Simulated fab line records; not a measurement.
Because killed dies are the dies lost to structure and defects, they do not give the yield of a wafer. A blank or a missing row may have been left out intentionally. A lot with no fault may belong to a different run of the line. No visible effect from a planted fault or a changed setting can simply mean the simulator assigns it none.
Split-lot study -- flow n5Finfet -- on a route of 1938 steps: 7 lots, 21 wafers read

== ON THE SPLIT ==
At N5_BEOL_M7_COAT_71 (time 60 s, resist thk 5 nm), the setting spinRpm was moved away from the recipe's 1500 rpm on 10 of the 21 wafers read, by -10.7% to +6.8%. For the rest of the wafers, this setting stayed at what the recipe calls for.

== FROM THE SPLIT TO THE READING: what the file shows between them, 3 steps ==
- N5_BEOL_M7_COAT_22: resist thk 30 nm
- N5_BEOL_M7_EBR_24
- N5_BEOL_M7_DESCUM_33: chemistry O2, time 7 s

== THE READING ==
etch.depthNm (the simulator's own value, which no gauge read), in nm, at N5_BEOL_M7_ETCH_72 (etches underlayer in N2/H2, target depth 6.5 nm, time 5.2 s). The file does not state a usual value for it. Here, 11 wafers ran the recipe; their average is 5.005 nm with a standard deviation of 0.015 nm.

wafer,"tool, chamber at the split","spinRpm as run, rpm",against the recipe,"etch.depthNm, nm",against lot-mates on the recipe
L077.2,"lithoTrack-01, 0",1339,-10.7%,5.292,no lot-mate on the recipe
L077.4,"lithoTrack-01, 0",1339,-10.7%,5.289,no lot-mate on the recipe
L077.5,"lithoTrack-01, 0",1339,-10.7%,5.28,no lot-mate on the recipe
L079.1,"lithoTrack-02, 0",1500,recipe,4.992,-
L079.5,"lithoTrack-02, 0",1550,+3.3%,4.919,-0.073
L079.6,"lithoTrack-02, 0",1550,+3.3%,4.927,-0.065
L082.1,"lithoTrack-01, 0",1500,recipe,5.014,-
L082.2,"lithoTrack-01, 0",1500,recipe,4.992,-
L082.5,"lithoTrack-01, 0",1500,recipe,5.002,-
L085.1,"lithoTrack-01, 0",1500,recipe,4.996,-
L085.5,"lithoTrack-01, 0",1500,recipe,5.006,-
L085.6,"lithoTrack-01, 0",1341,-10.6%,5.309,+0.308
L089.1,"lithoTrack-01, 0",1500,recipe,5.007,-
L089.2,"lithoTrack-01, 0",1413,-5.8%,5.181,+0.174
L089.6,"lithoTrack-01, 0",1413,-5.8%,5.173,+0.166
L093.4,"lithoTrack-01, 0",1602,+6.8%,4.865,-0.166
L093.5,"lithoTrack-01, 0",1500,recipe,5.019,-
L093.6,"lithoTrack-01, 0",1500,recipe,5.044,-
L095.1,"lithoTrack-01, 0",1500,recipe,5.001,-
L095.2,"lithoTrack-01, 0",1370,-8.7%,5.23,+0.237
L095.4,"lithoTrack-01, 0",1500,recipe,4.986,-

THE FIT
A straight line over all 21 wafers: etch.depthNm changes by -0.0261 nm for each +1% of spinRpm; r = -0.99; the points scatter about the line by 0.016 nm.
The same after taking each lot's own level away (the mean of its wafers on the recipe; 18 wafers): -0.0271 nm for each +1%; r = -1.00; scatter 0.011 nm.
The reading moves by 0.29 nm for the largest change in spinRpm, on that fit.
The lots' own levels span 4.9920 to 5.0315 nm, that is 2.6 times the standard deviation above.
The two slopes are in agreement: the lot-to-lot level therefore moves the slope only a little.
Check: with one of the wafers moved furthest among these (-10.6%) left out of the fit, the line predicts +0.286 nm for it against its lot-mates. Against them it came out at +0.308 nm.

== FURTHER SPLITS ON THESE WAFERS ==
Other splits were also applied to these wafers ahead of the reading. Each is held against what the fit with the lots' levels taken away leaves over:
other split on the same wafers,wafers away from the commonest value,r with etch.depthNm (lot level and that fit taken away)
N5_BEOL_M3_COAT_76 spinRpm,8,+0.25
N5_BEOL_M3_TRENCH_ETCH_37 timeS,7,-0.03
N5_BEOL_M4_COAT_05 spinRpm,5,+0.12
N5_BEOL_M5_COAT_60 spinRpm,4,+0.15
N5_BEOL_M5_COAT_05 spinRpm,6,-0.24
N5_BEOL_M6_TRENCH_ETCH_37 sourceW,9,-0.05
N5_BEOL_M7_ETCH_61 sourceW,6,-0.31

== THE WHOLE CHAIN: every reading that the file lists as answering this split, in the file's order ==
step,what it does,reading,change (the file's fit),r (the file's)
N5_BEOL_M7_ETCH_72,"etches underlayer in N2/H2, target depth 6.5 nm, time 5.2 s","CAR-EUV_of_BEOL_M7_COAT_22.thkNm (the simulator's own value, which no gauge read)",+0.0367 nm for each +1% of the setting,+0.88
N5_BEOL_M7_ETCH_72,"etches underlayer in N2/H2, target depth 6.5 nm, time 5.2 s","etch.depthNm (the simulator's own value, which no gauge read)",-0.0275 nm for each +1% of the setting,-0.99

== FILE'S OWN FIT ==
etch.depthNm changes by -0.0275 nm for each +1% of spinRpm, r = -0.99.
